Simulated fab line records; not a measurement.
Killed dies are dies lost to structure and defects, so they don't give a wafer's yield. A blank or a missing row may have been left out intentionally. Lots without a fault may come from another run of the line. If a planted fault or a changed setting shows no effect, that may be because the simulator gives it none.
fab line records	flow n5Finfet	part 1 of 2: steps 1 to 40 of 41
[record] lots = 5	wafers = 15	lastDay = 18
route steps=1938 shown BEOL_M4@1099 BEOL_M5@1112 BEOL_M10@1490 PASSIVATION@1936
lots with no fault: from the same line, run without faults
startH: start of the lot's first displayed wafer, in hours after the record's first day	waitH: hours since the lot's step before	" repeats the value in the row above	L1.1+2: a single row standing in for several wafers	- either no value or no given start	* or withheld: withheld	< > ~ a bound
route shown NAME@n: names a module that has steps shown in the file, with the first one's number in the route	usual: mean/standard deviation taken from wafers without a fault	same: alike in all rows	chamber/n: place in a boat	sites: each site's reading	_std_site: the standard deviation of these	_edge_site: the outer-site mean with the inner-site mean subtracted	radiusMm: how far each site lies from the wafer's centre	mask NAME#n: copy n	behind: the last tool/chamber to shape the wafer	hold: what put the lot on hold/how long, in hours/how the hold closed	device: names the non-switching transistor (n, p or np)	end of line: tests run on the same wafers once the route is complete	for a step that has no rows: nothing shown but its recipe	killed: at the first sort, the dies lost to defects and structure; wafer yield is something else	map: a wafer's dies, marking killed ones x, the rest . and places with no die _
set.NAME: the setting the step ran with; set.NAME@STEP: the setting that earlier step ran with	model.NAME: the simulator's own value behind a step, which no gauge read
certain route steps with their lots: each step a table, each wafer a row
services: when a tool's chamber went out of use (startH, in hours from the record's first day, below 0 if earlier), for how many hours, and the reason
[[steps]]
[step N5_BEOL_M4_ANNEAL_95]
[recipe] tempC = 400	timeS = 240	ambient = vacuum
[step N5_BEOL_M4_SPUTTER_96]
[recipe] material = Cu	targetThkA = 45	tempC = -20	chamberPressurePa = 0.07	powerW = withheld	timeS = 8.29
[step N5_BEOL_M4_ECD_50]
[recipe] material = Cu	targetThkA = 3000
[step N5_BEOL_M4_ANNEAL_51]
[recipe] tempC = 225	timeS = 90	ambient = N2
[step N5_BEOL_M4_CMP_52]
[recipe] stopOn = SiOC	tOverpolishS = 6.8	downForcePsi = 1	platenRpm = 50	clearingPlatenDownForcePsi = 1.5	clearingPlatenRpm = 50	postCmpClean = cuAlkaline	targetThkNm = 40	clearingPlatenPadVelocityMS = 0.99484	padVelocityMS = 0.99484
[step N5_BEOL_M4_PRE_CLEAN_60]
[recipe] gas = NH3/H2	timeS = 15	tempC = *	rfPowerW = 300
[step N5_BEOL_M4_CO_CAP_55]
[recipe] material = Co	targetThkA = 20	tempC = 200	precursor = CCTBA/H2	pressureTorr = 30	timeS = 102.1
[step N5_BEOL_M4_PRE_CLEAN_56]
[recipe] gas = NH3	timeS = 15	tempC = withheld	rfPowerW = 300
[step N5_BEOL_M4_DEP_57]
[recipe] material = SiCN	targetThkA = 80	tempC = withheld	precursor = 3MS/NH3	pressureTorr = 3	rfW = 202	timeS = 14
[step N5_BEOL_M4_RC_MEAS_101]
[usual] DIBL_N = 36.0/1.6	DIBL_P = 35.8/2	IOFF_N = 0.152/0.03	IOFF_P = 0.20/0.031	ION_N = 670/12	ION_P = 459/7.4	SS_N = 71.5/0.56	SS_P = 73.2/0.64	VT_N = 251/3.5	VT_P = -252/3.3
lot.wafer	tool	chamber	startH	waitH	DIBL_N[mV/V]	DIBL_P[mV/V]	IOFF_N[nA/um]	IOFF_P[nA/um]	ION_N[uA/um]	ION_P[uA/um]	SS_N[mV/dec]	SS_P[mV/dec]	VT_N[mV]	VT_P[mV]
L606.4	prober-01	0	247.48	0.5	33.4	34.1	0.119	0.17	666	460	71.4	72.7	253	-252
L606.5	"	0	"	"	36.4	37.2	0.165	0.24	679	471	71.8	74.6	249	-247
L606.6	"	0	"	"	35.5	36.4	0.144	0.20	664	458	71.2	73.3	251	-252
L607.2	prober-02	0	252.90	0.2	34.8	35.0	0.124	0.17	664	456	71.4	73.1	251	-256
L607.3	"	0	"	"	34.8	35.0	0.128	0.16	663	452	70.9	72.8	250	-256
L607.4	"	0	"	"	35.9	37.1	0.146	0.19	666	454	72.0	74.0	250	-253
L608.2	prober-01	0	275.76	0.2	36.0	35.3	0.140	0.19	673	461	71.3	73.4	252	-253
L608.4	"	0	"	"	36.0	35.3	0.128	0.18	656	453	71.2	73.0	257	-256
L608.5	"	0	"	"	37.1	35.4	0.148	0.19	657	451	70.9	73.4	253	-254
L611.1	prober-01	0	284.98	0.0	35.6	37.0	0.171	0.22	673	462	71.0	73.1	249	-249
L611.2	"	0	"	"	35.5	37.5	0.190	0.24	694	472	71.2	72.9	244	-248
L611.4	"	0	"	"	32.2	33.5	0.124	0.17	666	460	70.4	72.0	250	-254
L618.2	prober-02	0	316.10	0.2	34.0	34.0	0.109	0.15	661	451	70.5	72.5	257	-254
L618.3	"	0	"	"	36.6	36.9	0.150	0.18	665	454	70.7	73.3	252	-254
L618.5	"	0	"	"	33.0	33.0	0.098	0.14	648	449	70.2	72.2	253	-256
[step N5_BEOL_M5_ILD_DEP_00]
[recipe] material = SiCOH_lowk	targetThkA = 1406.4	tempC = 300	precursor = DEMS/porogen	pressureTorr = 5	rfW = 500	timeS = 25.9
[step N5_BEOL_M5_CURE_79]
[recipe] tempC = 385	timeS = 240	ambient = He/Ar	material = SiCOH_lowk
[step N5_BEOL_M5_PECVD_70]
[recipe] material = SiO2	targetThkA = 160	tempC = 400	precursor = TEOS/O2	pressureTorr = 5.5	rfW = 450	teosFlowSccm = 53.8	gas = O2	flowSccm = 3000	timeS = 18
[step N5_BEOL_M5_HM_DEP_02]
[recipe] material = TiN	targetThkA = 200	tempC = 25	chamberPressurePa = 0.49996
[step N5_BEOL_M5_COAT_59]
[recipe] resist = SOC	tempC = 250	timeS = 60	spinRpm = 1500	resistThkNm = 60
[step N5_BEOL_M5_COAT_60]
[recipe] resist = SiARC	tempC = 220	timeS = 60	spinRpm = 1500	resistThkNm = 12
[step N5_BEOL_M5_COAT_71]
[recipe] resist = underlayer	tempC = 205	timeS = 60	spinRpm = 1500	resistThkNm = 5
[step N5_BEOL_M5_COAT_05]
[recipe] resist = CAR-EUV	spinRpm = 1500	resistThkNm = 30
[step N5_BEOL_M5_EBR_07]
[recipe] solvent = PGMEA	ebrWidthMm = 1.5
[step N5_BEOL_M5_SOFTBAKE_06]
[recipe] tempC = 110	timeS = 60	resist = CAR-EUV
[step N5_BEOL_M5_EXPOSE_08]
[recipe] maskId = M5	na = 0.33	sourceShape = annular	sigmaInner = 0.4	sigmaOuter = 0.8	polarization = unpolarized	targetCdNm = 28	doseMj = 35.75
[step N5_BEOL_M5_PEB_09]
[recipe] pebTempC = 100	pebTimeS = 60	resist = CAR-EUV
[step N5_BEOL_M5_DEVELOP_10]
[recipe] developTimeS = 30	developer = TMAH	resist = CAR-EUV	rinseLiquid = surfactantRinse	dry = airSpin	devTempC = 23
[step N5_BEOL_M5_DESCUM_16]
[recipe] chemistry = O2	timeS = 7	sourcePowerW = 50	biasPowerW = 20	pressureMtorr = 20	rfFrequencyHz = 2.712e+07	tempC = 40	resist = CAR-EUV	o2FlowSccm = 225
[step N5_BEOL_M5_ETCH_72]
[recipe] chemistry = N2/H2	target = underlayer	targetDepthA = 65	maskMaterial = CAR-EUV	timeS = 5.2	ionEnergyEv = 200	pressureMtorr = 30	sourceW = 840	biasW = 150	n2FlowSccm = 200	h2FlowSccm = 200	ends = cleared
[step N5_BEOL_M5_ETCH_61]
[recipe] chemistry = CF4	target = SiARC	targetDepthA = 156	maskMaterial = CAR-EUV	timeS = 26	ionEnergyEv = 80	pressureMtorr = 40	sourceW = 545	biasW = 36	Ar_flow_sccm = 100	cf4FlowSccm = 100	ends = cleared
[step N5_BEOL_M5_ETCH_62]
[recipe] chemistry = N2/H2	target = SOC	targetDepthA = 750	overetchA = 150	maskMaterial = SiARC	tempC = 40	timeS = 112.5	ionEnergyEv = 200	pressureMtorr = 30	sourceW = 840	biasW = 150	n2FlowSccm = 200	h2FlowSccm = 200
[step N5_BEOL_M5_STRIP_63]
[recipe] chemistry = N2/H2	tempC = 40	n2FlowSccm = 200	h2FlowSccm = 200	rfFrequencyHz = 6e+07
[step N5_BEOL_M5_STRIP_73]
[recipe] chemistry = N2/H2	tempC = 40	n2FlowSccm = 200	h2FlowSccm = 200	rfFrequencyHz = 6e+07
[step N5_BEOL_M5_STRIP_64]
[recipe] chemistry = CF4	resist = SiARC	powerW = 300	biasPowerW = 75	pressureMtorr = 50	cf4FlowSccm = 150	rfFrequencyHz = 6e+07
[step N5_BEOL_M5_HM_OPEN_17]
[recipe] chemistry = Cl2/BCl3	targetDepthA = 200	overetchA = 60	target = TiN	maskMaterial = SOC	ionEnergyEv = 150	pressureMtorr = 10	icpW = 1000	biasW = 126	Cl2_flow_sccm = 53.25	bcl3FlowSccm = 21.75	Ar_flow_sccm = 25
[step N5_BEOL_M5_STRIP_19]
[recipe] chemistry = O2	powerW = 400	tempC = 40	pressureMtorr = 30	rfFrequencyHz = 6e+07	biasPowerW = 0	overashFraction = 0.2	o2FlowSccm = 225
[step N5_BEOL_M5_COAT_65]
[recipe] resist = SOC	tempC = 250	timeS = 60	spinRpm = 1500	resistThkNm = 60
[step N5_BEOL_M5_COAT_66]
[recipe] resist = SiARC	tempC = 220	timeS = 60	spinRpm = 1500	resistThkNm = 12
[step N5_BEOL_M10_STRIP_67]
[recipe] chemistry = CF4	resist = SiARC	powerW = 300	biasPowerW = 75	pressureMtorr = 50	cf4FlowSccm = 150	rfFrequencyHz = 6e+07
[usual] biasPowerW = 75.02/0.22	cf4FlowSccm = 150.0/0.45	drypumpMotorCurrentA = 5.7/0.45	oesProductAu = 0.79/0.084	rfVppV = 271.3/1.3	showerheadPlenumPTorr = 1.80/0.043	throttleValvePct = 13.60/0.23
lot.wafer	tool	chamber	startH	waitH	biasPowerW	cf4FlowSccm	drypumpMotorCurrentA	oesProductAu	rfHoursCounterH	rfVppV	showerheadPlenumPTorr	throttleValvePct	model.SiARC_of_BEOL_M10_COAT_60.thkNm
L606.4	rieDiel-06	1	300.78	0.0	-	-	-	-	-	-	-	-	23.4
L606.5	"	0	"	"	-	-	-	-	-	-	-	-	23.4
L606.6	"	1	"	"	-	-	-	-	-	-	-	-	23.4
L607.2	rieDiel-05	2	304.78	0.0	-	-	-	-	-	-	-	-	23.4
L607.3	"	1	"	"	-	-	-	-	-	-	-	-	23.4
L607.4	"	3	"	"	-	-	-	-	-	-	-	-	23.4
L608.2	rieDiel-05	0	325.08	0.0	-	-	-	-	-	-	-	-	23.6
L608.4	"	1	"	"	-	-	-	-	-	-	-	-	23.6
L608.5	"	0	"	"	-	-	-	-	-	-	-	-	23.6
L611.1	rieDiel-02	1	339.24	0.0	74.57	149.8	5.0	0.92	14	271.6	1.74	13.18	0
L611.2	"	0	"	"	74.82	150.2	5.2	0.88	29	272.9	1.84	13.54	0
L611.4	"	2	"	"	75.30	149.9	5.8	0.78	106	269.3	1.81	13.63	0
L618.2	rieDiel-06	0	373.73	0.0	75.26	148.9	5.8	0.81	103	271.0	1.81	13.63	0
L618.3	"	1	"	"	75.03	149.8	5.8	0.78	106	272.6	1.82	13.52	0
L618.5	"	2	"	"	75.08	150.8	6.3	0.99	-	270.8	1.78	13.37	0
[step N5_BEOL_M10_STRIP_19]
[recipe] chemistry = O2	powerW = 400	tempC = 40	pressureMtorr = 30	rfFrequencyHz = 6e+07	biasPowerW = 0	overashFraction = 0.2	o2FlowSccm = 225
[usual] chamberPressureMTorr = 30.00/0.031	drypumpMotorCurrentA = 5.7/0.42	oesProductAu = 0.79/0.083	rfVppV = 3.6/0.6	showerheadPlenumPTorr = 2.11/0.044	tempC = 40.00/0.11	throttleValvePct = 16.67/0.22
[same] biasPowerW = 0
lot.wafer	tool	chamber	startH	waitH	chamberPressureMTorr	drypumpMotorCurrentA	oesProductAu	rfHoursCounterH	rfVppV	showerheadPlenumPTorr	tempC	throttleValvePct	model.SOC_of_BEOL_M10_COAT_59.thkNm
L606.4	rieDiel-06	3	300.93	0.1	29.99	5.8	0.69	216	3.1	2.09	40.08	16.93	92
L606.5	"	1	"	"	30.05	5.7	0.80	-	3.5	2.10	40.04	16.35	92.4
L606.6	"	0	"	"	29.97	5.8	0.84	-	3.4	2.11	40.03	16.62	92.4
L607.2	rieDiel-02	1	305.25	0.4	30.01	5.0	0.98	1	4.1	2.06	39.98	16.39	92
L607.3	"	3	"	"	29.99	6.3	0.85	67	3.5	2.21	40.15	16.62	92
L607.4	"	2	"	"	29.99	5.8	0.81	91	3.7	2.12	40.00	16.70	92
L608.2	rieDiel-06	0	325.41	0.3	30.01	5.8	0.84	84	3.0	2.11	40.03	16.61	92.4
L608.4	"	3	"	"	30.02	5.8	0.69	-	4.4	2.08	39.79	16.94	92
L608.5	"	0	"	"	29.97	5.8	0.84	-	2.5	2.11	39.89	16.65	92.4
L611.1	rieDiel-06	1	339.39	0.1	29.98	5.7	0.77	92	3.7	2.09	40.13	16.38	0
L611.2	"	0	"	"	30.02	5.8	0.82	89	3.4	2.11	40.05	16.65	0
L611.4	"	3	"	"	29.98	5.8	0.68	-	3.6	2.08	40.05	16.94	0
L618.2	rieDiel-02	1	373.92	0.1	29.97	5.0	0.89	28	5.3	2.06	40.08	16.44	0
L618.3	"	2	"	"	29.96	5.8	0.77	119	4.1	2.11	40.07	16.73	0
L618.5	"	2	"	"	30.01	5.8	0.78	-	3.6	2.11	39.89	16.73	0
[step N5_BEOL_M10_ETCH_66]
[recipe] chemistry = N2/H2	target = SOC	targetDepthA = 1200	overetchA = 240	maskMaterial = SiARC	tempC = 40	timeS = 180	ionEnergyEv = 200	pressureMtorr = 30	sourceW = 840	biasW = 150	n2FlowSccm = 200	h2FlowSccm = 200
[usual] drypumpMotorCurrentA = 5.7/0.41	oesProductAu = 0.64/0.068	rfVppV = 524.1/1.7	showerheadPlenumPTorr = 2.55/0.055	tempC = 40.00/0.1	throttleValvePct = 17.80/0.19
[same] timeS = 180
lot.wafer	tool	chamber	startH	waitH	drypumpMotorCurrentA	oesProductAu	rfHoursCounterH	rfVppV	showerheadPlenumPTorr	tempC	throttleValvePct	model.etch.depthNm
L606.4	rieDiel-06	3	303.29	0.0	5.8	0.71	217	523.0	2.49	40.05	17.84	143
L606.5	"	2	"	"	6.3	0.68	-	523.8	2.49	39.80	17.91	142.8
L606.6	"	1	"	"	5.7	0.82	-	524.8	2.60	40.00	17.78	147
L607.2	rieDiel-06	1	309.31	0.0	5.8	0.80	80	526.4	2.60	40.10	17.79	145
L607.3	"	2	"	"	6.3	0.68	246	522.2	2.49	39.77	17.93	141.6
L607.4	"	0	"	"	5.8	0.83	78	524.5	2.56	40.00	17.91	145.9
L608.2	rieDiel-06	3	326.22	0.0	5.8	0.70	227	522.6	2.49	39.99	17.86	144.2
L608.4	"	0	"	"	5.8	0.82	-	524.9	2.56	39.96	17.91	144.2
L608.5	"	3	"	"	5.8	0.69	-	522.3	2.49	40.06	17.87	143
L611.1	rieDiel-06	0	341.59	0.0	5.8	0.66	90	523.6	2.55	39.87	17.90	100.3
L611.2	"	1	"	"	5.8	0.64	93	523.7	2.59	40.08	17.79	100.3
L611.4	"	0	"	"	5.8	0.66	-	525.1	2.55	40.07	17.88	100
L618.2	rieDiel-05	3	378.24	0.0	5.3	0.63	102	524.2	2.57	39.86	17.93	100.1
L618.3	"	2	"	"	5.5	0.72	29	521.8	2.49	40.13	17.49	100.1
L618.5	"	2	"	"	5.5	0.72	-	521.4	2.49	40.04	17.50	100.2
[step N5_BEOL_M10_VIA_ETCH_34]
[recipe] chemistry = C4F6/O2	target = SiCOH_lowk	targetDepthA = 1845	maskMaterial = SOC	taperDeg = 4	timeS = 69.2	ionEnergyEv = 250	pressureMtorr = 30	sourceW = 345	biasW = 185	Ar_flow_sccm = 300	C4F6_flow_sccm = 10	O2_flow_sccm = 10
[usual] drypumpMotorCurrentA = 5.7/0.41	oes_ar_750_au = 0.79/0.083	oesProductAu = 0.79/0.089	rfVppV = 661/12	showerheadPlenumPTorr = 2.85/0.054	throttleValvePct = 20.87/0.15
[same] timeS = 69.2
lot.wafer	tool	chamber	startH	waitH	drypumpMotorCurrentA	oes_ar_750_au	oesProductAu	rfHoursCounterH	rfVppV	showerheadPlenumPTorr	throttleValvePct
L606.4	rieDiel-06	3	303.41	0.0	5.9	0.71	0.26	217	646	2.81	20.84
L606.5	"	2	"	"	6.3	0.67	0.25	-	687	2.80	20.86
L606.6	"	1	"	"	5.7	0.82	0.30	-	657	2.88	20.56
L607.2	rieDiel-06	1	309.43	0.0	5.7	0.81	0.30	80	659	2.88	20.57
L607.3	"	2	"	"	6.3	0.67	0.26	246	690	2.80	20.87
L607.4	"	0	"	"	5.8	0.83	0.31	78	674	2.86	20.70
L608.2	rieDiel-06	3	326.35	0.0	5.9	0.70	0.26	227	647	2.80	20.84
L608.4	"	0	"	"	5.8	0.81	0.31	-	672	2.86	20.71
L608.5	"	3	"	"	5.8	0.71	0.26	-	647	2.80	20.84
L611.1	rieDiel-06	0	341.72	0.0	5.8	0.81	0.82	90	670	2.85	20.89
L611.2	"	1	"	"	5.7	0.80	0.79	93	659	2.88	20.73
L611.4	"	0	"	"	5.8	0.80	0.82	-	673	2.85	20.88
L618.2	rieDiel-05	3	378.36	0.0	5.3	0.79	0.79	103	649	2.85	20.79
L618.3	"	2	"	"	5.5	0.88	0.88	29	668	2.80	20.66
L618.5	"	2	"	"	5.5	0.88	0.89	-	668	2.80	20.66
[step N5_BEOL_M10_ETCH_41]
[recipe] chemistry = CH3F/O2	target = SiCN	targetDepthA = 426	taperDeg = 2	timeS = 86	ionEnergyEv = 120	maskMaterial = TiN	pressureMtorr = 30	sourceW = 395	biasW = 75	Ar_flow_sccm = 150	CH3F_flow_sccm = 30	O2_flow_sccm = 20
[usual] drypumpMotorCurrentA = 5.7/0.41	oesProductAu = 0.79/0.09	rfVppV = 297.6/1.2	showerheadPlenumPTorr = 2.00/0.04	throttleValvePct = 16.30/0.19
[same] timeS = 86
lot.wafer	tool	chamber	startH	waitH	drypumpMotorCurrentA	oesProductAu	rfHoursCounterH	rfVppV	showerheadPlenumPTorr	throttleValvePct	model.SiARC_of_BEOL_M10_COAT_60.thkNm
L606.4	rieDiel-06	3	-	-	5.8	0.69	217	297.1	1.97	16.46	11.2
L606.5	"	2	"	"	6.3	0.68	-	297.7	1.97	16.54	11.2
L606.6	"	1	"	"	5.7	0.79	-	299.8	2.03	16.13	11.2
L607.2	rieDiel-06	1	-	-	5.7	0.80	80	298.4	2.03	16.14	11.2
L607.3	"	2	"	"	6.3	0.67	246	296.3	1.97	16.55	11
L607.4	"	0	"	"	5.8	0.83	78	299.3	2.01	16.24	11.2
L608.2	rieDiel-06	3	-	-	5.8	0.69	227	296.3	1.97	16.47	11.2
L608.4	"	0	"	"	5.8	0.82	-	297.5	2.01	16.24	11.2
L608.5	"	3	"	"	5.8	0.69	-	296.8	1.97	16.46	11.4
L611.1	rieDiel-06	0	-	-	5.8	0.82	91	297.7	2.01	16.26	0
L611.2	"	1	"	"	5.7	0.78	93	297.9	2.02	16.16	0
L611.4	"	0	"	"	5.8	0.82	-	298.5	2.00	16.26	0
L618.2	rieDiel-05	3	-	-	5.3	0.79	103	295.0	2.01	16.20	0
L618.3	"	2	"	"	5.5	0.89	29	296.4	1.96	16.02	0
L618.5	"	2	"	"	5.5	0.88	-	296.7	1.96	16.03	0
[step N5_BEOL_M10_OCD_MEAS_38]
[usual] trenchDepthNm = 148.0/2.6
lot.wafer	tool	chamber	startH	waitH	trenchDepthNm
L606.4	ocd-02	-	303.70	-	-
L606.5	"	-	"	"	-
L606.6	"	-	"	"	-
L607.2	ocd-02	-	309.71	-	-
L607.3	"	-	"	"	-
L607.4	"	-	"	"	-
L608.2	ocd-01	-	326.63	-	-
L608.4	"	-	"	"	-
L608.5	"	-	"	"	-
L611.1	ocd-02	-	342.00	-	150.2
L611.2	"	-	"	"	148.5
L611.4	"	-	"	"	149.5
L618.2	ocd-01	-	378.65	-	153.1
L618.3	"	-	"	"	148.9
L618.5	"	-	"	"	149.0
[[key]]
[firstSign] step = N5_BEOL_M10_STRIP_67	reading = toolRecord	direction = missing
[effect] step = N5_BEOL_M10_VIA_ETCH_34	reading = oesProductAu	direction = down	sigmas = 5.7	usual = 0.79	struck = 0.28
[effect] step = N5_BEOL_M10_OCD_MEAS_38	reading = trenchDepthNm	direction = missing
[effect] step = N5_PASSIVATION_PROBE_49	reading = killed_at_M4_up	direction = up	sigmas = 99+	usual = 13	struck = 1093
[modelEffect] step = N5_BEOL_M10_STRIP_67	value = SiARC_of_BEOL_M10_COAT_60.thkNm	without = 0	struck = 23.47
[modelEffect] step = N5_BEOL_M10_STRIP_19	value = SOC_of_BEOL_M10_COAT_59.thkNm	without = 0	struck = 92.18
[modelEffect] step = N5_BEOL_M10_ETCH_66	value = etch.depthNm	without = 99.94	struck = 144.1
[modelEffect] step = N5_BEOL_M10_ETCH_41	value = SiARC_of_BEOL_M10_COAT_60.thkNm	without = 0	struck = 11.2
[moreKillsBornAt] N5_BEOL_M10_ETCH_66@rieDiel-06 = 9718
metAt N5_BEOL_M10_STRIP_67
struckWafers L606.4,L606.5,L606.6,L607.2,L607.3,L607.4,L608.2,L608.4,L608.5
laterRowsLeftOut L606.4,L606.5,L606.6,L607.2,L607.3,L607.4,L608.2,L608.4,L608.5
[fault] kind = skippedStepWhole	tool = rieDiel-05,rieDiel-06	chamber = -	onsetH = 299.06	steps = N5_BEOL_M10_STRIP_67	scope = struckLotsOnly
// laterRowsLeftOut: the simulator's readings of these wafers behind a module that went badly wrong aren't trusted and aren't shown, but for the sort
